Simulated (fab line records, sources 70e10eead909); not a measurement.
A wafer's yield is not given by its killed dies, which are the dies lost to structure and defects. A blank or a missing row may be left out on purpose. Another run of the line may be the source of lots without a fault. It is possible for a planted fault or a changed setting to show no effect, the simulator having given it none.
fab line records | flow nand-harc
[record] lots = 5 | wafers = 15 | last-day = 33
route steps=1302 shown A_ZERO_WELL@406 A_SOURCE_PLATE@413 A_ONON_D1@424
lots that met no fault: taken from a fault-free run of the same line
start-h: the number of hours between the record's first day and the start of the first shown wafer of the lot | wait-h: time in hours since the lot's previous step | " the same as in the row above | L1.1+2: one row covering several wafers at once | - either no value or no given start | * or withheld: withheld | < > ~ a bound
route shown NAME@n: NAME is a module with steps in the file, n the number in the route of the first one | usual: average and standard deviation across the fault-free wafers | same: alike in all rows | chamber/n: place in a boat | sites: readings site by site | _std_site: standard deviation across them | _edge_site: outer sites' mean less inner sites' | radius-mm: how far each site lies from the wafer's centre | mask NAME#n: copy n | behind: tool/chamber where the wafer was last shaped | hold: reason for holding the lot/hours on hold/outcome of the hold | device: which transistor (n, p or np) failed to switch | end of line: tests of these same wafers at the route's end | step lacking rows: just its recipe | killed: at the first sort, the dies lost to defects and structure; wafer yield is something else | map: the dies of a wafer, with x for killed, . for not killed, _ for no die there
set.NAME: the setting as run; set.NAME@STEP: as run at that earlier step | model.NAME: the simulator's own value behind a step, which no gauge read
lots at some steps of the route; a table a step, a row a wafer
services: when a tool's chamber went out of use (start-h, in hours from the record's first day, below 0 if earlier), for how many hours, and the reason
[[steps]]
[step NHARC_A_ZERO_WELL_STRIP_14]
[recipe] time-s = 900 | temp-c = 130 | chemistry = SPM
lot.wafer  | tool         | chamber | start-h | wait-h
L074.6+4+5 | wet-bench-03 | 2,3,6   | 143.63  | -
L076.4+2+1 | wet-bench-01 | 3,4,6   | 162.83  | -
L085.6+5+1 | wet-bench-09 | 3,4,5   | 249.32  | -
L089.6+5+3 | wet-bench-01 | 7,0,3   | 289.27  | -
L095.2+6+3 | wet-bench-03 | 5,6,7   | 358.16  | -
[step NHARC_A_ZERO_WELL_IMPLANT_15]
[recipe] energy-kev = 150 | dose-cm2 = 1e+13 | tilt-deg = 7
[usual] beam-on-s = 10.01/0.18 | end-station-pressure-torr = 5.12e-06/2.8e-07
lot.wafer | tool         | chamber | start-h | wait-h | beam-on-s | end-station-pressure-torr
L074.4    | implanter-01 | 0       | 144.15  | 0.2    | 9.99      | 5.26e-06
L074.5    | "            | 0       | "       | "      | 9.74      | 5.45e-06
L074.6    | "            | 0       | "       | "      | 10.23     | 4.31e-06
L076.1    | implanter-01 | 0       | 163.21  | 0.1    | 9.62      | 5.24e-06
L076.2    | "            | 0       | "       | "      | 9.98      | 4.85e-06
L076.4    | "            | 0       | "       | "      | 10.16     | 5.42e-06
L085.1    | implanter-01 | 0       | 249.71  | 0.1    | 10.09     | 5.61e-06
L085.5    | "            | 0       | "       | "      | 10.08     | 4.98e-06
L085.6    | "            | 0       | "       | "      | 10.13     | 4.92e-06
L089.3    | implanter-02 | 0       | 289.73  | 0.1    | 10.22     | 5.05e-06
L089.5    | "            | 0       | "       | "      | 9.90      | 5.02e-06
L089.6    | "            | 0       | "       | "      | 10.15     | 4.78e-06
L095.2    | implanter-01 | 0       | 358.57  | 0.1    | 10.33     | 4.78e-06
L095.3    | "            | 0       | "       | "      | 9.93      | 5.42e-06
L095.6    | "            | 0       | "       | "      | 10.10     | 5.45e-06
[step NHARC_A_ZERO_WELL_PRECLEAN_22]
[recipe] time-s = 60 | temp-c = 50 | bath-age-min = 0 | chemistry = SC1
lot.wafer  | tool         | chamber | start-h | wait-h
L074.6+4+5 | wet-bench-01 | 4,7,0   | 144.28  | 0.0
L076.1+4+2 | wet-bench-01 | 2,4,7   | 163.42  | 0.2
L085.1+5+6 | wet-bench-09 | 3,6,7   | 249.96  | 0.2
L089.5+6+3 | wet-bench-09 | 1,4,5   | 289.88  | 0.1
L095.3+2+6 | wet-bench-01 | 2,5,6   | 358.76  | 0.1
[step NHARC_A_ZERO_WELL_SRD_23]
lot.wafer  | tool         | chamber | start-h | wait-h
L074.6+4+5 | wet-bench-01 | 4,7,0   | -       | -
L076.1+4+2 | wet-bench-01 | 2,4,7   | -       | -
L085.1+5+6 | wet-bench-09 | 3,6,7   | -       | -
L089.5+6+3 | wet-bench-09 | 1,4,5   | -       | -
L095.3+2+6 | wet-bench-01 | 2,5,6   | -       | -
[step NHARC_A_ZERO_WELL_RTA_16]
[recipe] temp-c = 1000 | time-s = 10
[usual] lamp-power-pct = 30.1/1.4 | lamp_zone_2_pct = 30.1/1.4 | wafer_temp_C_max = 1003.9/1.1
lot.wafer | tool          | chamber | start-h | wait-h | lamp-power-pct | lamp_zone_2_pct | wafer_temp_C_max
L074.4    | rtp-anneal-01 | 0       | 144.49  | -      | 31.9           | 32.0            | 1004.2
L074.5    | "             | 0       | "       | "      | 32.0           | 31.9            | 1004.5
L074.6    | "             | 0       | "       | "      | 31.9           | 31.9            | 1004.0
L076.1    | rtp-anneal-01 | 0       | 163.56  | -      | 31.9           | 31.9            | 1005.5
L076.2    | "             | 0       | "       | "      | 32.0           | 32.0            | 1002.8
L076.4    | "             | 0       | "       | "      | 32.0           | 32.0            | 1005.6
L085.1    | rtp-anneal-02 | 0       | 250.09  | -      | 29.0           | 29.0            | 1003.8
L085.5    | "             | 0       | "       | "      | 29.0           | 29.1            | 1005.7
L085.6    | "             | 0       | "       | "      | 29.0           | 29.1            | 1003.7
L089.3    | rtp-anneal-02 | 0       | 290.07  | -      | 28.9           | 29.0            | 1003.2
L089.5    | "             | 0       | "       | "      | 29.0           | 29.0            | 1004.2
L089.6    | "             | 0       | "       | "      | 29.0           | 29.0            | 1005.0
L095.2    | rtp-anneal-02 | 0       | 358.91  | -      | 29.1           | 29.1            | 1003.5
L095.3    | "             | 0       | "       | "      | 29.1           | 29.1            | 1002.9
L095.6    | "             | 0       | "       | "      | 29.1           | 29.1            | 1005.0
[step NHARC_A_ZERO_WELL_INSPECT_17]
[usual] raw-defect-count = 10/5.9
lot.wafer | tool              | chamber | start-h | wait-h | raw-defect-count
L074.4    | defect-inspect-02 | -       | 144.60  | 0.1    | 2
L074.5    | "                 | -       | "       | "      | 31
L074.6    | "                 | -       | "       | "      | 11
L076.1    | defect-inspect-01 | -       | 163.76  | 0.2    | 2
L076.2    | "                 | -       | "       | "      | 4
L076.4    | "                 | -       | "       | "      | 3
L085.1    | defect-inspect-02 | -       | 250.28  | 0.2    | 7
L085.5    | "                 | -       | "       | "      | 7
L085.6    | "                 | -       | "       | "      | 6
L089.3    | defect-inspect-01 | -       | 290.21  | 0.1    | 4
L089.5    | "                 | -       | "       | "      | 13
L089.6    | "                 | -       | "       | "      | 5
L095.2    | defect-inspect-02 | -       | 359.08  | 0.1    | 3
L095.3    | "                 | -       | "       | "      | 2
L095.6    | "                 | -       | "       | "      | 4
[step NHARC_A_SOURCE_PLATE_PRECLEAN_00]
[recipe] time-s = 60 | chemistry = HF-LAST
lot.wafer  | tool         | chamber | start-h | wait-h
L074.5+4+6 | wet-bench-06 | 1,3,6   | 144.65  | 0.0
L076.4+1+2 | wet-bench-05 | 1,2,4   | 163.81  | 0.0
L085.6+5+1 | wet-bench-06 | 0,2,3   | 250.33  | 0.0
L089.6+3+5 | wet-bench-05 | 5,7,2   | 290.26  | 0.0
L095.3+6+2 | wet-bench-06 | 0,1,3   | 359.14  | 0.1
[step NHARC_A_SOURCE_PLATE_SRD_01]
lot.wafer  | tool         | chamber | start-h | wait-h
L074.5+4+6 | wet-bench-06 | 1,3,6   | -       | -
L076.4+1+2 | wet-bench-05 | 1,2,4   | -       | -
L085.6+5+1 | wet-bench-06 | 0,2,3   | -       | -
L089.6+3+5 | wet-bench-05 | 5,7,2   | -       | -
L095.3+6+2 | wet-bench-06 | 0,1,3   | -       | -
[step NHARC_A_SOURCE_PLATE_OXIDE_02]
[recipe] target-thk-a = 100 | temp-c = 900 | ox-time-s = 1362 | material = SiO2
lot.wafer  | tool       | chamber | start-h | wait-h
L074.4+5+6 | furnace-05 | 0       | 147.85  | -
L076.1+2+4 | furnace-06 | 0       | 165.08  | -
L085.1+5+6 | furnace-06 | 0       | 253.04  | -
L089.3+5+6 | furnace-06 | 0       | 290.53  | -
L095.2+3+6 | furnace-01 | 0       | 362.83  | -
[step NHARC_A_SOURCE_PLATE_THK_MEAS_09]
[recipe] thk-meas-gauge = ellipsometry
[usual] thk-nm = 9.6/0.95
lot.wafer | tool          | chamber | start-h | wait-h | thk-nm
L074.4    | film-metro-02 | -       | 151.88  | 0.4    | 9.4
L074.5    | "             | -       | "       | "      | 9.1
L074.6    | "             | -       | "       | "      | 8.3
L076.1    | film-metro-02 | -       | 169.11  | 0.4    | 9.0
L076.2    | "             | -       | "       | "      | 9.4
L076.4    | "             | -       | "       | "      | 9.8
L085.1    | film-metro-02 | -       | 257.06  | 0.4    | 9.7
L085.5    | "             | -       | "       | "      | 9.4
L085.6    | "             | -       | "       | "      | 9.4
L089.3    | film-metro-02 | -       | 294.56  | 0.4    | 11.3
L089.5    | "             | -       | "       | "      | 10.8
L089.6    | "             | -       | "       | "      | 8.8
L095.2    | film-metro-01 | -       | 366.92  | 0.4    | 9.1
L095.3    | "             | -       | "       | "      | 8.6
L095.6    | "             | -       | "       | "      | 10.4
[step NHARC_A_SOURCE_PLATE_PVD_04]
[recipe] target-thk-a = 500 | material = WSi2
lot.wafer  | tool           | chamber | start-h | wait-h
L074.4+5+6 | pvd-sputter-02 | -       | 151.95  | 0.1
L076.4+1+2 | pvd-sputter-02 | -       | 169.17  | 0.1
L085.1+6+5 | pvd-sputter-01 | -       | 257.13  | 0.1
L089.3+5+6 | pvd-sputter-01 | -       | 294.62  | 0.1
L095.2+3+6 | pvd-sputter-03 | -       | 366.98  | 0.1
[step NHARC_A_SOURCE_PLATE_CVD_03]
[recipe] target-thk-a = 2000 | temp-c = 620 | pressure-mtorr = 200 | time-s = 4000 | material = poly-Si
lot.wafer  | tool          | chamber | start-h | wait-h
L074.4+5+6 | lpcvd-poly-02 | 0       | 154.46  | -
L076.1+2+4 | lpcvd-poly-02 | 0       | 171.68  | -
L085.1+5+6 | lpcvd-poly-02 | 0       | 259.63  | -
L089.3+5+6 | lpcvd-poly-01 | 0       | 297.04  | -
L095.2+3+6 | lpcvd-poly-04 | 0       | 369.48  | -
[step NHARC_A_SOURCE_PLATE_ANNEAL_05]
[recipe] temp-c = 850 | time-s = 1800
lot.wafer  | tool       | chamber | start-h | wait-h
L074.4+5+6 | furnace-06 | 0       | 160.51  | 2.9
L076.1+2+4 | furnace-06 | 0       | 177.68  | 2.9
L085.1+5+6 | furnace-06 | 0       | 266.53  | 3.8
L089.3+5+6 | furnace-05 | 0       | 303.56  | 3.4
L095.2+3+6 | furnace-06 | 0       | 375.55  | 2.9
[step NHARC_A_SOURCE_PLATE_THK_MEAS_06]
[recipe] thk-meas-gauge = ellipsometry
[usual] thk-nm = 200.2/2
lot.wafer | tool          | chamber | start-h | wait-h | thk-nm
L074.4    | film-metro-02 | -       | 164.43  | 0.4    | 202.9
L074.5    | "             | -       | "       | "      | 204.7
L074.6    | "             | -       | "       | "      | 201.0
L076.1    | film-metro-02 | -       | 181.64  | 0.4    | 201.0
L076.2    | "             | -       | "       | "      | 201.4
L076.4    | "             | -       | "       | "      | 200.6
L085.1    | film-metro-02 | -       | 270.50  | 0.4    | 199.6
L085.5    | "             | -       | "       | "      | 200.5
L085.6    | "             | -       | "       | "      | 195.7
L089.3    | film-metro-02 | -       | 307.52  | 0.4    | 200.5
L089.5    | "             | -       | "       | "      | 202.5
L089.6    | "             | -       | "       | "      | 201.3
L095.2    | film-metro-01 | -       | 379.50  | 0.4    | 200.6
L095.3    | "             | -       | "       | "      | 199.4
L095.6    | "             | -       | "       | "      | 205.2
[step NHARC_A_SOURCE_PLATE_INSPECT_08]
[usual] raw-defect-count = 64/33
lot.wafer | tool              | chamber | start-h | wait-h | raw-defect-count
L074.4    | defect-inspect-01 | -       | 164.49  | 0.0    | 72
L074.5    | "                 | -       | "       | "      | 67
L074.6    | "                 | -       | "       | "      | 37
L076.1    | defect-inspect-02 | -       | 181.70  | 0.0    | 42
L076.2    | "                 | -       | "       | "      | 40
L076.4    | "                 | -       | "       | "      | 28
L085.1    | defect-inspect-01 | -       | 270.60  | 0.0    | 78
L085.5    | "                 | -       | "       | "      | 44
L085.6    | "                 | -       | "       | "      | 33
L089.3    | defect-inspect-02 | -       | 307.58  | 0.0    | 51
L089.5    | "                 | -       | "       | "      | 40
L089.6    | "                 | -       | "       | "      | 83
L095.2    | defect-inspect-02 | -       | 379.56  | 0.0    | 39
L095.3    | "                 | -       | "       | "      | 58
L095.6    | "                 | -       | "       | "      | 84
[step NHARC_A_ONON_D1_DEP_00]
[recipe] target-thk-a = 10000 | n2-flow-sccm = 2750 | n2o-flow-sccm = 2000 | nh3-flow-sccm = 500 | sih4-flow-sccm = 210 | temp-c = 400
[usual] sih4-flow-sccm = 210.1/0.64
lot.wafer | tool          | chamber | start-h | wait-h | sih4-flow-sccm
L074.4    | pecvd-onon-02 | 0       | 164.73  | 0.2    | 210.4
L074.5    | "             | 0       | "       | "      | 209.8
L074.6    | "             | 0       | "       | "      | 210.2
L076.1    | pecvd-onon-04 | 0       | 181.77  | 0.1    | 209.8
L076.2    | "             | 0       | "       | "      | 209.3
L076.4    | "             | 0       | "       | "      | 209.7
L085.1    | pecvd-onon-02 | 0       | 270.67  | 0.1    | 209.1
L085.5    | "             | 0       | "       | "      | 209.9
L085.6    | "             | 0       | "       | "      | 209.2
L089.3    | pecvd-onon-04 | 0       | 307.76  | 0.2    | 210.8
L089.5    | "             | 0       | "       | "      | 209.8
L089.6    | "             | 0       | "       | "      | 209.6
L095.2    | pecvd-onon-04 | 0       | 379.69  | 0.1    | 209.2
L095.3    | "             | 0       | "       | "      | 210.4
L095.6    | "             | 0       | "       | "      | 210.8
[step NHARC_A_ONON_D1_THK_MEAS_02]
[recipe] thk-meas-gauge = ellipsometry
[usual] thk-nm = 1001/8.9
lot.wafer | tool          | chamber | start-h | wait-h | thk-nm
L074.4    | film-metro-02 | -       | 165.07  | -      | 1014
L074.5    | "             | -       | "       | "      | 1013
L074.6    | "             | -       | "       | "      | 1013
L076.1    | film-metro-01 | -       | 182.28  | -      | 999
L076.2    | "             | -       | "       | "      | 996
L076.4    | "             | -       | "       | "      | 998
L085.1    | film-metro-02 | -       | 271.18  | -      | 1007
L085.5    | "             | -       | "       | "      | 1007
L085.6    | "             | -       | "       | "      | 1005
L089.3    | film-metro-02 | -       | 308.16  | -      | 1001
L089.5    | "             | -       | "       | "      | 1002
L089.6    | "             | -       | "       | "      | 1003
L095.2    | film-metro-01 | -       | 380.15  | -      | 1013
L095.3    | "             | -       | "       | "      | 1015
L095.6    | "             | -       | "       | "      | 1014
[step NHARC_A_ONON_D1_DEP_03]
[recipe] target-thk-a = 10000 | n2-flow-sccm = 2750 | n2o-flow-sccm = 2000 | nh3-flow-sccm = 500 | sih4-flow-sccm = 210 | temp-c = 400
[usual] sih4-flow-sccm = 210.1/0.7
lot.wafer | tool          | chamber | start-h | wait-h | sih4-flow-sccm
L074.4    | pecvd-onon-04 | 0       | 165.30  | 0.2    | 210.1
L074.5    | "             | 0       | "       | "      | 209.2
L074.6    | "             | 0       | "       | "      | 210.0
L076.1    | pecvd-onon-02 | 0       | 182.34  | 0.1    | 210.0
L076.2    | "             | 0       | "       | "      | 211.2
L076.4    | "             | 0       | "       | "      | 210.4
L085.1    | pecvd-onon-03 | 0       | 271.24  | 0.1    | 210.2
L085.5    | "             | 0       | "       | "      | 210.0
L085.6    | "             | 0       | "       | "      | 209.7
L089.3    | pecvd-onon-02 | 0       | 308.33  | 0.2    | 209.1
L089.5    | "             | 0       | "       | "      | 211.0
L089.6    | "             | 0       | "       | "      | 210.6
L095.2    | pecvd-onon-02 | 0       | 380.26  | 0.1    | 210.9
L095.3    | "             | 0       | "       | "      | 211.8
L095.6    | "             | 0       | "       | "      | 210.4
[step NHARC_A_ONON_D1_THK_MEAS_05]
[recipe] thk-meas-gauge = ellipsometry
[usual] thk-nm = 1000/11
lot.wafer | tool          | chamber | start-h | wait-h | thk-nm
L074.4    | film-metro-01 | -       | 165.64  | -      | 980
L074.5    | "             | -       | "       | "      | 981
L074.6    | "             | -       | "       | "      | 982
L076.1    | film-metro-01 | -       | 182.85  | -      | 992
L076.2    | "             | -       | "       | "      | 992
L076.4    | "             | -       | "       | "      | 993
L085.1    | film-metro-01 | -       | 271.75  | -      | 1003
L085.5    | "             | -       | "       | "      | 1003
L085.6    | "             | -       | "       | "      | 1004
L089.3    | film-metro-01 | -       | 308.73  | -      | 1018
L089.5    | "             | -       | "       | "      | 1018
L089.6    | "             | -       | "       | "      | 1019
L095.2    | film-metro-01 | -       | 380.72  | -      | 989
L095.3    | "             | -       | "       | "      | 990
L095.6    | "             | -       | "       | "      | 991
[step NHARC_A_ONON_D1_DEP_06]
[recipe] target-thk-a = 10000 | n2-flow-sccm = 2750 | n2o-flow-sccm = 2000 | nh3-flow-sccm = 500 | sih4-flow-sccm = 210 | temp-c = 400
[usual] sih4-flow-sccm = 210.2/0.68
lot.wafer | tool          | chamber | start-h | wait-h | sih4-flow-sccm
L074.4    | pecvd-onon-02 | 0       | 165.87  | 0.2    | 210.6
L074.5    | "             | 0       | "       | "      | 210.6
L074.6    | "             | 0       | "       | "      | 211.2
L076.1    | pecvd-onon-03 | 0       | 182.91  | 0.1    | 210.9
L076.2    | "             | 0       | "       | "      | 210.5
L076.4    | "             | 0       | "       | "      | 210.7
L085.1    | pecvd-onon-04 | 0       | 271.81  | 0.1    | 210.2
L085.5    | "             | 0       | "       | "      | 210.2
L085.6    | "             | 0       | "       | "      | 210.3
L089.3    | pecvd-onon-02 | 0       | 308.90  | 0.2    | 209.2
L089.5    | "             | 0       | "       | "      | 209.3
L089.6    | "             | 0       | "       | "      | 208.7
L095.2    | pecvd-onon-03 | 0       | 380.83  | 0.1    | 210.0
L095.3    | "             | 0       | "       | "      | 209.5
L095.6    | "             | 0       | "       | "      | 210.4
[step NHARC_A_ONON_D1_THK_MEAS_08]
[recipe] thk-meas-gauge = ellipsometry
[usual] thk-nm = 1001/6.4
lot.wafer | tool          | chamber | start-h | wait-h | thk-nm
L074.4    | film-metro-01 | -       | 166.20  | -      | 1008
L074.5    | "             | -       | "       | "      | 1009
L074.6    | "             | -       | "       | "      | 1007
L076.1    | film-metro-01 | -       | 183.42  | -      | 999
L076.2    | "             | -       | "       | "      | 1000
L076.4    | "             | -       | "       | "      | 1001
L085.1    | film-metro-01 | -       | 272.32  | -      | 1005
L085.5    | "             | -       | "       | "      | 1006
L085.6    | "             | -       | "       | "      | 1006
L089.3    | film-metro-02 | -       | 309.30  | -      | 999
L089.5    | "             | -       | "       | "      | 999
L089.6    | "             | -       | "       | "      | 1000
L095.2    | film-metro-01 | -       | 381.28  | -      | 1003
L095.3    | "             | -       | "       | "      | 1001
L095.6    | "             | -       | "       | "      | 999
[step NHARC_A_ONON_D1_DEP_09]
[recipe] target-thk-a = 10000 | n2-flow-sccm = 2750 | n2o-flow-sccm = 2000 | nh3-flow-sccm = 500 | sih4-flow-sccm = 210 | temp-c = 400
[usual] sih4-flow-sccm = 210.0/0.65
lot.wafer | tool          | chamber | start-h | wait-h | sih4-flow-sccm
L074.4    | pecvd-onon-02 | 0       | 166.43  | 0.2    | 209.5
L074.5    | "             | 0       | "       | "      | 209.0
L074.6    | "             | 0       | "       | "      | 209.2
L076.1    | pecvd-onon-04 | 0       | 183.47  | 0.1    | 210.5
L076.2    | "             | 0       | "       | "      | 209.1
L076.4    | "             | 0       | "       | "      | 210.8
L085.1    | pecvd-onon-02 | 0       | 272.38  | 0.1    | 208.7
L085.5    | "             | 0       | "       | "      | 209.3
L085.6    | "             | 0       | "       | "      | 209.2
L089.3    | pecvd-onon-03 | 0       | 309.47  | 0.2    | 210.7
L089.5    | "             | 0       | "       | "      | 210.3
L089.6    | "             | 0       | "       | "      | 210.8
L095.2    | pecvd-onon-04 | 0       | 381.40  | 0.1    | 209.0
L095.3    | "             | 0       | "       | "      | 209.0
L095.6    | "             | 0       | "       | "      | 209.6
[step NHARC_A_ONON_D1_THK_MEAS_11]
[recipe] thk-meas-gauge = ellipsometry
[usual] thk-nm = 1004/10
lot.wafer | tool          | chamber | start-h | wait-h | thk-nm
L074.4    | film-metro-02 | -       | 166.76  | -      | 1014
L074.5    | "             | -       | "       | "      | 1014
L074.6    | "             | -       | "       | "      | 1013
L076.1    | film-metro-01 | -       | 183.99  | -      | 998
L076.2    | "             | -       | "       | "      | 999
L076.4    | "             | -       | "       | "      | 998
L085.1    | film-metro-01 | -       | 272.89  | -      | 1006
L085.5    | "             | -       | "       | "      | 1008
L085.6    | "             | -       | "       | "      | 1007
L089.3    | film-metro-01 | -       | 309.86  | -      | 1022
L089.5    | "             | -       | "       | "      | 1021
L089.6    | "             | -       | "       | "      | 1022
L095.2    | film-metro-01 | -       | 381.85  | -      | 1017
L095.3    | "             | -       | "       | "      | 1017
L095.6    | "             | -       | "       | "      | 1017
[step NHARC_A_ONON_D1_DEP_12]
[recipe] target-thk-a = 10000 | n2-flow-sccm = 2750 | n2o-flow-sccm = 2000 | nh3-flow-sccm = 500 | sih4-flow-sccm = 210 | temp-c = 400
[usual] sih4-flow-sccm = 210.1/0.64
lot.wafer | tool          | chamber | start-h | wait-h | sih4-flow-sccm
L074.4    | pecvd-onon-03 | 0       | 166.99  | 0.2    | 209.7
L074.5    | "             | 0       | "       | "      | 209.1
L074.6    | "             | 0       | "       | "      | 209.2
L076.1    | pecvd-onon-04 | 0       | 184.04  | 0.1    | 211.8
L076.2    | "             | 0       | "       | "      | 211.2
L076.4    | "             | 0       | "       | "      | 211.6
L085.1    | pecvd-onon-02 | 0       | 272.95  | 0.1    | 210.1
L085.5    | "             | 0       | "       | "      | 209.2
L085.6    | "             | 0       | "       | "      | 210.0
L089.3    | pecvd-onon-04 | 0       | 310.03  | 0.2    | 210.5
L089.5    | "             | 0       | "       | "      | 210.2
L089.6    | "             | 0       | "       | "      | 210.6
L095.2    | pecvd-onon-02 | 0       | 381.96  | 0.1    | 210.7
L095.3    | "             | 0       | "       | "      | 210.0
L095.6    | "             | 0       | "       | "      | 210.1
[[services]]
tool           | chamber | start-h | hours | kind
pvd-sputter-02 | -       | 123.00  | 1.9   | repair
pecvd-onon-04  | -       | 130.04  | 13.0  | pm
wet-bench-06   | -       | 156.72  | 3.3   | repair
wet-bench-09   | -       | 163.07  | 5.0   | repair
furnace-05     | -       | 171.95  | 3.7   | repair
wet-bench-09   | -       | 176.80  | 8.0   | pm
pecvd-onon-02  | -       | 185.00  | 13.0  | pm
wet-bench-01   | -       | 185.15  | 1.2   | repair
wet-bench-06   | -       | 193.60  | 8.0   | pm
lpcvd-poly-02  | -       | 206.00  | 26.0  | pm
wet-bench-03   | -       | 210.40  | 8.0   | pm
pvd-sputter-01 | -       | 226.00  | 10.0  | pm
pecvd-onon-03  | -       | 227.25  | 13.0  | pm
wet-bench-05   | -       | 260.80  | 8.0   | pm
pvd-sputter-02 | -       | 276.17  | 1.2   | repair
wet-bench-01   | -       | 277.60  | 8.0   | pm
pvd-sputter-02 | -       | 282.08  | 10.0  | pm
pecvd-onon-04  | -       | 311.04  | 13.0  | pm
implanter-01   | -       | 321.91  | 2.0   | repair
implanter-01   | -       | 327.00  | 13.0  | pm
wet-bench-09   | -       | 352.80  | 8.0   | pm
pecvd-onon-02  | -       | 366.00  | 13.0  | pm
wet-bench-06   | -       | 369.60  | 8.0   | pm
wet-bench-09   | -       | 369.90  | 1.1   | repair
[[key]]
fault none
